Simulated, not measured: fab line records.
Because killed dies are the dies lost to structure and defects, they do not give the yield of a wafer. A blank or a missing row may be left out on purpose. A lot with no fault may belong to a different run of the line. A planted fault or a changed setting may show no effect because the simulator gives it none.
Matching of chambers    flow nand harc    rie diel-07 running NHARC_A_CHANNEL_FILL_D2_STRIP_28: 4 sister chambers
The step strips in O2, time 20 s. 8 wafers are shown with their chamber, then 12 later ones without.

== WAFERS WITH THEIR CHAMBER ==
wafer   chamber  drypump motor current A (A)  rf vpp V (V)
L083.6  3        6.5                          57.6
L085.1  2        5.0                          56.3
L085.2  3        6.5                          57.2
L086.4  2        5.1                          58.4
L086.6  1        5.7                          58.1
L088.2  0        6.1                          56.6
L088.4  1        5.8                          58.1
L088.5  0        6.2                          57.5

== WAFERS WITHOUT THEIR CHAMBER ==
wafer   drypump motor current A (A)  rf vpp V (V)
L090.3  6.5                          58.1
L090.4  5.8                          59.0
L090.6  5.1                          57.0
L091.3  5.8                          59.3
L091.4  5.0                          57.6
L091.6  6.5                          58.0
L095.2  5.8                          58.9
L095.4  5.1                          56.9
L095.6  6.5                          58.1
L097.2  5.1                          58.3
L097.4  6.1                          58.8
L097.6  5.1                          58.5

== WHICH CHAMBER EACH WENT THROUGH ==
wafer   from the rows above  in truth
L090.3  3                    3
L090.4  1                    1
L090.6  2                    2
L091.3  1                    1
L091.4  2                    2
L091.6  3                    3
L095.2  1                    1
L095.4  2                    2
L095.6  3                    3
L097.2  2                    2
L097.4  0                    0
L097.6  2                    2
Correctly placed: 12 of 12. Can't be placed from these rows: 0. Number placed wrongly: 0.
How it was worked out, from the rows above alone: a wafer's distance from a chamber is the root of the sum, over the readings, of the square of ((its reading less the chamber's mean) divided by the reading's scatter). The wafer belongs to the nearest chamber; if the next one is less than 2 further off, it can't be placed. The mean given for a chamber averages the wafers shown for that chamber. The scatter: take each reading less its chamber's mean, square it, sum over the shown wafers, divide by the number of wafers less the number of chambers, and take the root.
